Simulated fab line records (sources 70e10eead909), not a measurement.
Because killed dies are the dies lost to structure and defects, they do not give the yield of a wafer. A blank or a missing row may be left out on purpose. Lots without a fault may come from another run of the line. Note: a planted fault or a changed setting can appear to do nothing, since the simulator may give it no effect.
The same fault as seen by 2 desks	flow nand harc	only its own numbers are on each desk; what lay behind them is given at the end

== THE METROLOGY DESK ==
Lot by lot, what the gauges showed, no matter which tool ran the lot: averages of those sampled wafers that carry a number. Any lot whose mean is over 4 standard deviations away from the usual mean is out of limits and marked OUT; that distance is given in the brackets. It has 9 readings; the 7 that lie furthest out on some lot are the ones shown.
Columns: A = cd nm at NHARC_P_STI_CD_MEAS_09, usual 200.4 nm; B = overlay x nm at NHARC_P_STI_OVL_MEAS_10, usual 1 nm; C = overlay y nm at NHARC_P_STI_OVL_MEAS_10, usual 0 nm; D = cd nm at NHARC_P_STI_CD_MEAS_16, usual 199.6 nm; E = trench foot cd nm at NHARC_P_STI_OCD_MEAS_17, usual 158.6 nm; F = trench foot cd nm at NHARC_P_STI_OCD_MEAS_43, usual 158.7 nm; G = cd nm at NHARC_P_GATE_CD_MEAS_11, usual 1641.0 nm
lot	first seen here	A	B	C	D	E	F	G
L520	day 4 13:21	201.1	-2	4	200.1	159.6	159.6	1641.1
L524	day 6 04:40	201.5	0	5	200.0	159.2	159.4	1641.2
L528	day 7 18:44	197.6	10	-3	197.2	155.3	155.4	1641.9
L530	day 8 13:50	200.6	-1	-1	199.5	159.3	159.4	1640.5
L531	day 9 00:23	197.9	15	3	196.7	156.4	156.7	1640.9
L532	day 9 11:08	202.9	3	-1	202.2	161.5	161.4	1639.1
This desk's verdict: no lot among the 6 shows anything out of limits.

== THE DEFECT DESK ==
Lot by lot, what the route's inspections counted, given as the mean of those sampled wafers with a number. Any lot whose mean is over 4 standard deviations away from the usual mean is out of limits and marked OUT; that distance is given in the brackets.
Columns: A = raw defect count at NHARC_P_STI_INSPECT_11, usual 5.2
lot	first seen here	A
L520	day 4 13:28	5.0
L524	day 6 04:47	1.7
L528	day 7 18:52	4.3
L530	day 8 13:57	9.0
L531	day 9 00:30	3.0
L532	day 9 11:15	4.7
This desk's verdict: no lot among the 6 shows anything out of limits.

== ALL TOGETHER ==
From the metrology desk's view, nothing was out of limits.
Nothing out of limits was seen by the defect desk.

== WHAT WAS PUT IN BY THE SIMULATOR ==
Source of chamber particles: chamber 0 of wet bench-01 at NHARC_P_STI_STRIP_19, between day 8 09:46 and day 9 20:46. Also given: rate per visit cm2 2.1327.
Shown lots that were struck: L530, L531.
